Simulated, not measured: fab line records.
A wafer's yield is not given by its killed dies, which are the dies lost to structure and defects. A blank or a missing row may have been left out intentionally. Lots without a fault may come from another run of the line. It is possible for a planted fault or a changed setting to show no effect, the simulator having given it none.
What tool caused it?    flow nand_harc    12 lots, 36 wafers sampled, at 5 steps of a route of 1302

## WHAT THE GAUGES READ, wafer by wafer
NHARC_END_SORT_01. Usual: killed_at_array 49, standard deviation 19; killed_at_other 0.9, standard deviation 1.1; killed_at_periphery 4.0, standard deviation 2.7; killed_dies 54, standard deviation 19; killed_open 3.3, standard deviation 1.8; killed_short 2.6, standard deviation 1.6.
lot   measured      on         killed_at_array  killed_at_other  killed_at_periphery  killed_dies  killed_open  killed_short  flag
L199  day 26 07:14  prober-01  86 65 85         0 1 0            5 0 3                91 66 88     4 1 2        4 3 5         
L197  day 26 15:52  prober-01  19 33 18         0 0 0            1 5 3                20 38 21     2 8 4        2 5 1         

## EACH LOT AND THE TOOL THAT RAN IT (in order: tool; ch and the chambers of the sampled wafers; start)
lot   NHARC_A_WL_FILL_ALD_02               NHARC_A_WL_FILL_CVD_03         NHARC_A_WL_FILL_ETCHBACK_05        NHARC_A_CONTACT_DEP_24
L193  ald_metal-04 ch 0,2,3, day 20 12:17  cvd_w-01 ch 0,1, day 20 12:38  rie_metal-02 ch 0,1, day 20 13:16  pecvd-03 ch 0,2, day 21 07:02
L195  ald_metal-03 ch 0,1,3, day 21 00:03  cvd_w-02 ch 0,1, day 21 00:27  rie_metal-03 ch 0,1, day 21 01:04  pecvd-04 ch 0,1,2, day 21 17:46
L196  ald_metal-02 ch 0,3, day 21 04:43    cvd_w-02 ch 0,1, day 21 05:07  rie_metal-01 ch 0,1, day 21 05:44  pecvd-02 ch 0,2, day 21 21:20
L199  ald_metal-02 ch 0,1,3, day 22 10:03  cvd_w-01 ch 0,1, day 22 10:40  rie_metal-02 ch 0,1, day 22 11:16  pecvd-02 ch 0,2, day 23 03:51
L197  ald_metal-04 ch 0,1,3, day 22 10:07  cvd_w-02 ch 0,1, day 22 10:29  rie_metal-03 ch 0,1, day 22 11:06  pecvd-04 ch 1,2, day 23 03:50
L201  ald_metal-02 ch 1,3, day 23 17:42    cvd_w-01 ch 0,1, day 23 18:08  rie_metal-02 ch 0,1, day 23 18:45  pecvd-03 ch 0,1,2, day 24 13:34
L204  ald_metal-04 ch 0,1,3, day 25 07:26  cvd_w-02 ch 0,1, day 25 07:47  rie_metal-01 ch 0,1, day 25 08:24  pecvd-04 ch 0,2, day 26 01:47
L202  ald_metal-02 ch 0,2,3, day 25 07:28  cvd_w-01 ch 0,1, day 25 07:53  rie_metal-03 ch 0,1, day 25 08:32  pecvd-03 ch 0,1,2, day 26 01:28
L208  ald_metal-03 ch 1,2, day 26 15:38    cvd_w-02 ch 0,1, day 26 16:09  rie_metal-02 ch 0,1, day 26 16:41  pecvd-02 ch 0,1,2, day 27 06:40
L205  ald_metal-04 ch 1,2,3, day 26 15:44  cvd_w-01 ch 0,1, day 26 16:04  rie_metal-01 ch 0,1, day 26 16:42  pecvd-04 ch 0,1, day 27 06:38
L214  ald_metal-02 ch 0,2,3, day 29 14:29  cvd_w-01 ch 0,1, day 29 14:59  rie_metal-01 ch 0,1, day 29 15:33  pecvd-04 ch 0,1,2, day 30 10:13
L212  ald_metal-03 ch 0,1,2, day 29 18:24  cvd_w-02 ch 0,1, day 29 18:50  rie_metal-02 ch 0,1, day 29 19:28  pecvd-04 ch 0,2, day 30 13:25
- NHARC_A_WL_FILL_ALD_02: deposits TiN, target thk 2 nm, pulse time 3 s, ald cycles 100.
- NHARC_A_WL_FILL_CVD_03: deposits W, target thk 40 nm, time 279 s.
- NHARC_A_WL_FILL_ETCHBACK_05: etches the open film in Cl2/BCl3, target depth 22 nm, time 60 s.
- NHARC_A_CONTACT_DEP_24: deposits SiO2, target thk 500 nm.

## AS READ BY THE TOOLS THEMSELVES (means over the sampled wafers that have a number; for cases with no such wafer, the mark the record gives instead)
NHARC_A_WL_FILL_ALD_02. Usual: heater_power_outer_w 690 W, standard deviation 75; heater_power_w 1074 W, standard deviation 120; precursor_pulse_height_rel 1.003, standard deviation 0.019.
lot   tool          heater_power_outer_w (W)  heater_power_w (W)  precursor_pulse_height_rel  flag
L193  ald_metal-04  704                       1029                1.000                       
L195  ald_metal-03  634                       981                 0.999                       
L196  ald_metal-02  644                       1036                1.013                       
L199  ald_metal-02  642                       1053                0.997                       
L197  ald_metal-04  706                       1073                1.004                       
L201  ald_metal-02  710                       1108                1.016                       
L204  ald_metal-04  711                       1067                0.995                       
L202  ald_metal-02  685                       1146                1.018                       
L208  ald_metal-03  639                       997                 1.014                       
L205  ald_metal-04  745                       1123                0.998                       
L214  ald_metal-02  695                       1112                1.021                       
L212  ald_metal-03  659                       1010                1.015                       

NHARC_A_WL_FILL_CVD_03. Usual: heater_power_outer_w 283 W, standard deviation 14; heater_power_w 488 W, standard deviation 22; mfc_ar_sccm 1561 sccm, standard deviation 4.7; throttle_valve_pct 7.89 %, standard deviation 0.21.
lot   tool      heater_power_outer_w (W)  heater_power_w (W)  mfc_ar_sccm (sccm)  throttle_valve_pct (%)  flag
L193  cvd_w-01  283                       491                 1558                7.74                    
L195  cvd_w-02  296                       495                 1557                7.89                    
L196  cvd_w-02  297                       498                 1565                7.70                    
L199  cvd_w-01  283                       503                 1555                7.78                    
L197  cvd_w-02  280                       471                 1560                7.97                    
L201  cvd_w-01  284                       488                 1561                7.77                    
L204  cvd_w-02  296                       510                 1560                7.90                    
L202  cvd_w-01  277                       477                 1563                7.92                    
L208  cvd_w-02  294                       499                 1562                7.94                    
L205  cvd_w-01  276                       480                 1558                7.96                    
L214  cvd_w-01  277                       486                 1562                7.88                    
L212  cvd_w-02  285                       487                 1562                8.12                    

NHARC_A_WL_FILL_ETCHBACK_05. Usual: drypump_motor_current_A 5.7 A, standard deviation 0.33; oes_product_au 0.996 a.u., standard deviation 0.0059.
lot   tool          drypump_motor_current_A (A)  oes_product_au (a.u.)  flag
L193  rie_metal-02  6.0                          0.996                  
L195  rie_metal-03  5.4                          0.997                  
L196  rie_metal-01  6.0                          0.993                  
L199  rie_metal-02  6.0                          0.998                  
L197  rie_metal-03  5.4                          0.990                  
L201  rie_metal-02  6.0                          1.000                  
L204  rie_metal-01  5.8                          1.001                  
L202  rie_metal-03  5.4                          0.996                  
L208  rie_metal-02  6.0                          0.995                  
L205  rie_metal-01  5.8                          0.995                  
L214  rie_metal-01  6.0                          0.996                  
L212  rie_metal-02  6.0                          1.000                  

NHARC_A_CONTACT_DEP_24. Usual: heater_power_outer_w 296 W, standard deviation 81; heater_power_w 564 W, standard deviation 87; mfc_precursor_sccm 161.4 sccm, standard deviation 0.5; throttle_valve_pct 16.3 %, standard deviation 0.54.
lot   tool      heater_power_outer_w (W)  heater_power_w (W)  mfc_precursor_sccm (sccm)  throttle_valve_pct (%)  flag
L193  pecvd-03  351                       639                 161.5                      15.7                    
L195  pecvd-04  287                       545                 161.4                      16.1                    
L196  pecvd-02  362                       626                 161.3                      16.2                    
L199  pecvd-02  353                       630                 161.2                      16.3                    
L197  pecvd-04  297                       534                 161.2                      16.4                    
L201  pecvd-03  349                       642                 161.3                      16.0                    
L204  pecvd-04  257                       512                 161.2                      17.1                    
L202  pecvd-03  334                       633                 160.9                      16.0                    
L208  pecvd-02  337                       602                 161.8                      16.1                    
L205  pecvd-04  300                       554                 161.3                      16.2                    
L214  pecvd-04  264                       519                 153.8                      16.4                    OFF
L212  pecvd-04  213                       493                 145.0                      16.6                    OFF

## THE ANSWER, worked out from the rows above alone
Rule: lot off if the mean of its wafers having a number is beyond 3 standard deviations from the usual mean. Also off: a lot with no number at a reading for which 4 or more lots have one. The other lots that the step has rows for count as sound. The gauges are gone through in route order, then the tools' own readings, and for those a lot's mean is taken as printed above. At the first step where some lot is off, the reading lying furthest off is the one used; lots without a number count as furthest.
Off, at NHARC_A_CONTACT_DEP_24 on mfc_precursor_sccm: L214, L212.
A tool fits if, at that step or a process step before it, it ran every lot that is off, and no sound lot after the first of them. One fits: pecvd-04 at NHARC_A_CONTACT_DEP_24. A fault onset in the window from L205 (day 27 06:38, its last sound lot) to L214 (day 30 10:13, its first lot off) fits.
On the lots that are off, the tool's own readings at NHARC_A_CONTACT_DEP_24 differ by more than 5 times the standard deviation of the sound lots' means, which bears it out; mfc_precursor_sccm reads 149.4 sccm there versus 161.3 sccm on the sound lots.

## WHAT THE SIMULATOR HAD INSERTED
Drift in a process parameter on pecvd-04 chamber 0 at NHARC_A_CONTACT_DEP_24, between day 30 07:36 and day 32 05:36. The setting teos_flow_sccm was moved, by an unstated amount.
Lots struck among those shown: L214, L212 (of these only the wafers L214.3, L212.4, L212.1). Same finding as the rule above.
